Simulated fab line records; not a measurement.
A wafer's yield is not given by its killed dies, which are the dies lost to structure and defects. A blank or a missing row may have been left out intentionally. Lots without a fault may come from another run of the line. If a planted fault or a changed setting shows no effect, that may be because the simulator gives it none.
Split-lot study | flow n5_finfet | on a route of 1938 steps: 7 lots, 21 wafers read

== THE SPLIT ITSELF ==
At N5_BEOL_M11_PECVD_70 (deposits SiO2 from TEOS/O2, target thk 20 nm, time 22.7 s), the setting time_s was moved away from the recipe's 22.7 s on 9 of the 21 wafers read, by -12.6% to +13.0%. The other wafers ran this setting at the recipe's value.

== FROM THE SPLIT TO THE READING: what the file shows between them, 10 steps ==
- N5_BEOL_M11_COAT_60: time 60 s, resist thk 30 nm (also split here: spin_rpm)
- N5_BEOL_M11_COAT_05: resist thk 90 nm
- N5_BEOL_M11_EBR_07
- N5_BEOL_M11_DESCUM_16: chemistry O2, time 7.9 s
- N5_BEOL_M11_ETCH_61: etches SiARC in CF4, target depth 39 nm, time 65 s
- N5_BEOL_M11_ETCH_62: etches SOC in N2/H2, target depth 110 nm, overetch 22 nm, time 165 s
- N5_BEOL_M11_STRIP_68: strips in N2/H2
- N5_BEOL_M11_STRIP_67: strips in CF4
- N5_BEOL_M11_ECD_50: material Cu, target thk 318 nm
- N5_BEOL_M11_ANNEAL_51: time 90 s

== THE READING ==
barrier_field_endpoint_s, in s, at N5_BEOL_M11_CMP_52 (polishes, stops on SiCOH lowk, t overpolish 7 s, target thk 140 nm). Fault-free wafers of this fab line usually give 28.6 s, standard deviation 0.76 s.

wafer  | tool, chamber at the split | time_s as run, s | against the recipe | barrier_field_endpoint_s, s | against lot-mates on the recipe
L074.4 | pecvd-03, 0,1              | 25.65            | +13.0%             | 31.0                        | no lot-mate on the recipe
L074.1 | pecvd-03, 0,1              | 25.65            | +13.0%             | 31.7                        | no lot-mate on the recipe
L074.5 | pecvd-03, 2                | 25.65            | +13.0%             | 30.9                        | no lot-mate on the recipe
L075.4 | pecvd-01, 0                | 22.7             | recipe             | 28.7                        | -
L075.3 | pecvd-01, 2                | 22.7             | recipe             | 28.4                        | -
L075.5 | pecvd-01, 1                | 22.7             | recipe             | 28.5                        | -
L085.2 | pecvd-03, 0                | 19.84            | -12.6%             | 26.3                        | -2.6
L085.4 | pecvd-03, 2                | 22.7             | recipe             | 28.6                        | -
L085.3 | pecvd-03, 2                | 22.7             | recipe             | 29.1                        | -
L086.2 | pecvd-03, 0                | 22.7             | recipe             | 28.3                        | -
L086.4 | pecvd-03, 2                | 19.9             | -12.3%             | 24.7                        | -3.6
L086.3 | pecvd-03, 1                | 22.7             | recipe             | 28.3                        | -
L089.4 | pecvd-01, 0                | 22.7             | recipe             | 29.5                        | -
L089.2 | pecvd-01, 1                | 23.58            | +3.9%              | 29.4                        | -0.1
L089.5 | pecvd-01, 2                | 23.58            | +3.9%              | 28.6                        | -0.9
L095.3 | pecvd-01, 2,1              | 24.85            | +9.5%              | 29.5                        | +1.3
L095.4 | pecvd-01, 0                | 22.7             | recipe             | 28.2                        | -
L095.5 | pecvd-01, 2,1              | 24.85            | +9.5%              | 29.7                        | +1.5
L096.3 | pecvd-01, 2                | 22.7             | recipe             | 28.1                        | -
L096.6 | pecvd-01, 0                | 22.7             | recipe             | 29.5                        | -
L096.5 | pecvd-01, 2                | 22.7             | recipe             | 29.0                        | -
Where a row lists several chambers, the file gives one row for several wafers and doesn't say which wafer went through which chamber.

THE FIT
A straight line over all 21 wafers: barrier_field_endpoint_s changes by +0.2 s for each +1% of time_s; r = +0.92; the points scatter about the line by 0.61 s.
The same after taking each lot's own level away (the mean of its wafers on the recipe; 18 wafers): +0.191 s for each +1%; r = +0.89; scatter 0.57 s.
That fit puts the effect of the largest move of time_s on the reading at 2.5 s.
From 28.20 to 29.50 s: that is the span of the lots' own levels, equal to 1.7 times the standard deviation above.
So the lot-to-lot level changes the slope little: the two slopes agree.
Check: with one of the wafers moved furthest among these (-12.6%) left out of the fit, the line predicts -2.74 s for it against its lot-mates. It came out at -2.55 s against them.

== OTHER SPLITS APPLIED TO THESE WAFERS ==
These wafers also went through other splits before the reading. Each is held against what the fit with the lots' levels taken away leaves over:
other split on the same wafers   | wafers away from the commonest value | r with barrier_field_endpoint_s (lot level and that fit taken away)
N5_BEOL_M8_TRENCH_ETCH_37 bias_w | 9                                    | +0.20
N5_BEOL_M11_COAT_60 spin_rpm     | 12                                   | +0.52

== THE WHOLE CHAIN: every reading that the file lists as answering this split, in the file's order ==
step                 | what it does                                                       | reading                                                                           | change (the file's fit)               | r (the file's)
N5_BEOL_M11_PECVD_70 | deposits SiO2 from TEOS/O2, target thk 20 nm, time 22.7 s          | SiO2_of_BEOL_M11_PECVD_70.thk_nm (the simulator's own value, which no gauge read) | +0.175 nm for each +1% of the setting | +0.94
N5_BEOL_M11_CMP_52   | polishes, stops on SiCOH lowk, t overpolish 7 s, target thk 140 nm | barrier_field_endpoint_s                                                          | +0.211 s for each +1% of the setting  | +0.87

== FILE'S OWN FIT ==
barrier_field_endpoint_s changes by +0.211 s for each +1% of time_s, r = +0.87.
